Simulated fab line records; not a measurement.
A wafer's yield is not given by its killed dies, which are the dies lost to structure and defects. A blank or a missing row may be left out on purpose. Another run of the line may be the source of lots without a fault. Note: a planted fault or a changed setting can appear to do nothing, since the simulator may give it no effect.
Problem report, 8D (eight disciplines) form, completed by code -- flow nand_harc -- the parts of the form that need people (team, actions taken, sign-off) are left out

## 1. WHAT IS WRONG
Wafers without a fault read 65.5 s, standard deviation 0.44; run_length_s at NHARC_A_M1_ETCH_35 reads a mean of 52.5 s on 3 wafers belonging to 2 lots. Relative to the usual mean, that is a shift of -29 standard deviations.
The step: etches the open film in N2/H2, target depth 40 nm, overetch 12 nm, time 43.94 s.
The first sign was on wafer L792.3 at day 18 03:06, on rie_diel-01. The record has a number at this step for 36 wafers belonging to 12 lots. Rule for "out" (also "out of limits"): further than 4 standard deviations from the usual mean. All remaining wafers that have a number are taken as sound.

## 2. WHAT IT IS AND WHAT IT IS NOT
question,is,is not
which readings at this step,run_length_s,"drypump_motor_current_A, oes_product_au, rf_vpp_V, showerhead_plenum_p_Torr, throttle_valve_pct"
which lots,"L792, L797","L790, L791, L804, L805, L806, L807, L809, L811, L812, L813"
which wafers of those lots,"L792.3, L792.5, L797.3","L792.4, L797.1, L797.4"
read on which tools,rie_diel-01,"rie_diel-07, rie_diel-08"
when,from day 18 03:06,"up to then (7 sound wafers); but 26 sound wafers of L797, L804, L805, L806, L807, L809, L811, L812, L813 came after"

## 3. SUSPECTS, AND WHAT RULES EACH OUT
Counting: any tool at a process step up to the reading remains a suspect provided it ran every lot that is out. Sound lots after the first of them don't rule it out here, since some wafers of a struck lot are sound.
- rie_diel-01 at NHARC_A_M1_ETCH_35 (etches the open film in N2/H2, target depth 40 nm, overetch 12 nm, time 43.94 s): kept. Ran every lot that is out, first one L792 (day 18 03:06); last sound lot up to then L791 (day 17 15:56). On those wafers its own readings are out: run_length_s.
- Within rie_diel-01 at NHARC_A_M1_ETCH_35: the wafers that are out ran in chamber 0; their sound lot-mates ran in chambers 1, 3.
Remaining after the count: rie_diel-01 at NHARC_A_M1_ETCH_35.

## 4. THE CAUSE (what the simulator had put in)
rie_diel-01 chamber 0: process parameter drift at NHARC_A_M1_ETCH_35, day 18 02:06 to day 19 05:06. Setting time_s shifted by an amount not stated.
The count eliminated every tool but this one.

## 5. THE CHAIN OF EFFECTS, in route order
Each row: a reading whose mean over the struck wafers that have a number lies more than 3 standard deviations from the usual. Readings are gone through only where the record gives a usual standard deviation; hours: the median, over the lots, of the time from a lot's start at the first step in this table giving one to that lot's start at this step; sigmas: the change measured in usual standard deviations.
hours,step,reading,usual,on struck wafers,change,sigmas
0,NHARC_A_M1_ETCH_35,run_length_s,65.5 s,52.5,-13.0,-29
Process steps it contains:
- NHARC_A_M1_ETCH_35: etches the open film in N2/H2, target depth 40 nm, overetch 12 nm, time 43.94 s.
Readings that are blank on the struck wafers while sound wafers have them: bias_w at NHARC_A_M1_ETCH_35.
Later measuring or inspecting steps at which every struck wafer that the step has a row for has a number for every such reading, and none has moved that far: NHARC_END_SORT_01.

## 6. WHAT WOULD HAVE CAUGHT IT SOONER
In this record the first reading out of limits was taken at day 18 03:06, 1 hour after the fault began at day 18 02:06.
